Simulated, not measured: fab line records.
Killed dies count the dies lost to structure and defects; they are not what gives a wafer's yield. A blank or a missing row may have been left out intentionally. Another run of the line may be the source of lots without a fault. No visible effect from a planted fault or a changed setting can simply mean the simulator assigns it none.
Lot-split experiment | flow n5_finfet | 21 wafers read across 7 lots, on a route 1938 steps long

== SPLIT DETAILS ==
At N5_BEOL_M3_COAT_22 (resist thk 30 nm), the setting spin_rpm was moved away from the recipe's 1500 rpm on 10 of the 21 wafers read, by -9.4% to +8.1%. The other wafers ran this setting at the recipe's value.

== FROM THE SPLIT TO THE READING: what the file shows between them, 4 steps ==
- N5_BEOL_M3_EBR_24
- N5_BEOL_M3_SOFTBAKE_23: time 60 s
- N5_BEOL_M3_EXPOSE_25: exposes mask V2, defocus 5 nm
- N5_BEOL_M3_PEB_26: peb time 60 s

== THE READING ==
CAR-EUV_of_BEOL_M3_COAT_22.thk_nm (the simulator's own value, which no gauge read), in nm, at N5_BEOL_M3_DEVELOP_27 (develop time 30 s). No usual value for it is given in the file. Here, 11 wafers ran the recipe; their average is 29.6 nm with a standard deviation of 0.077 nm.

wafer  | tool, chamber at the split | spin_rpm as run, rpm | against the recipe | CAR-EUV_of_BEOL_M3_COAT_22.thk_nm, nm | against lot-mates on the recipe
L079.3 | litho_track-01, 0          | 1622                 | +8.1%              | 28.4                                  | -1.2
L079.6 | litho_track-01, 0          | 1622                 | +8.1%              | 28.4                                  | -1.2
L079.4 | litho_track-01, 0          | 1500                 | recipe             | 29.6                                  | -
L081.1 | litho_track-04, 0          | 1610                 | +7.3%              | 28.6                                  | -1.0
L081.2 | litho_track-04, 0          | 1610                 | +7.3%              | 28.4                                  | -1.2
L081.4 | litho_track-04, 0          | 1500                 | recipe             | 29.6                                  | -
L088.1 | litho_track-04, 0          | 1500                 | recipe             | 29.6                                  | -
L088.3 | litho_track-04, 0          | 1587                 | +5.8%              | 28.8                                  | -0.8
L088.4 | litho_track-04, 0          | 1587                 | +5.8%              | 28.8                                  | -0.8
L091.2 | litho_track-01, 0          | 1409                 | -6.1%              | 30.4                                  | +0.8
L091.3 | litho_track-01, 0          | 1409                 | -6.1%              | 30.4                                  | +0.8
L091.5 | litho_track-01, 0          | 1500                 | recipe             | 29.6                                  | -
L094.3 | litho_track-05, 0          | 1500                 | recipe             | 29.6                                  | -
L094.4 | litho_track-05, 0          | 1500                 | recipe             | 29.6                                  | -
L094.6 | litho_track-05, 0          | 1500                 | recipe             | 29.6                                  | -
L095.2 | litho_track-04, 0          | 1500                 | recipe             | 29.4                                  | -
L095.3 | litho_track-04, 0          | 1359                 | -9.4%              | 30.8                                  | +1.4
L095.6 | litho_track-04, 0          | 1359                 | -9.4%              | 30.8                                  | +1.4
L096.3 | litho_track-01, 0          | 1500                 | recipe             | 29.6                                  | -
L096.6 | litho_track-01, 0          | 1500                 | recipe             | 29.6                                  | -
L096.4 | litho_track-01, 0          | 1500                 | recipe             | 29.4                                  | -

FIT RESULTS
A straight line over all 21 wafers: CAR-EUV_of_BEOL_M3_COAT_22.thk_nm changes by -0.137 nm for each +1% of spin_rpm; r = -1.00; the points scatter about the line by 0.073 nm.
The same after taking each lot's own level away (the mean of its wafers on the recipe; 21 wafers): -0.145 nm for each +1%; r = -1.00; scatter 0.06 nm.
On that fit, the largest move of spin_rpm shifts the reading by 1.4 nm.
Measured against the standard deviation above, the lots' own levels, which go from 29.40 to 29.60 nm, span 2.6 times it.
The two slopes agree, so the slope changes little with the lot-to-lot level.
Check: +1.35 nm against its lot-mates is what the line predicts for one of the wafers moved furthest among these (-9.4%) when that wafer is left out of the fit. It came out at +1.4 nm against them.

== THESE WAFERS: OTHER SPLITS ==
Other splits were also applied to these wafers ahead of the reading. Each is held against what the fit with the lots' levels taken away leaves over:
other split on the same wafers   | wafers away from the commonest value | r with CAR-EUV_of_BEOL_M3_COAT_22.thk_nm (lot level and that fit taken away)
N5_BEOL_M2_DESCUM_33 time_s      | 4                                    | -0.07
N5_BEOL_M2_TRENCH_ETCH_37 time_s | 5                                    | -0.32
N5_BEOL_M3_ETCH_64 bias_w        | 7                                    | +0.04

== THE WHOLE CHAIN: every reading that the file lists as answering this split, in the file's order ==
step                  | what it does      | reading                                                                            | change (the file's fit)               | r (the file's)
N5_BEOL_M3_COAT_22    | resist thk 30 nm  | CAR-EUV_of_BEOL_M3_COAT_22.thk_nm (the simulator's own value, which no gauge read) | -0.146 nm for each +1% of the setting | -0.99
N5_BEOL_M3_DEVELOP_27 | develop time 30 s | CAR-EUV_of_BEOL_M3_COAT_22.thk_nm (the simulator's own value, which no gauge read) | -0.145 nm for each +1% of the setting | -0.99

== FILE'S OWN FIT ==
CAR-EUV_of_BEOL_M3_COAT_22.thk_nm changes by -0.145 nm for each +1% of spin_rpm, r = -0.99.
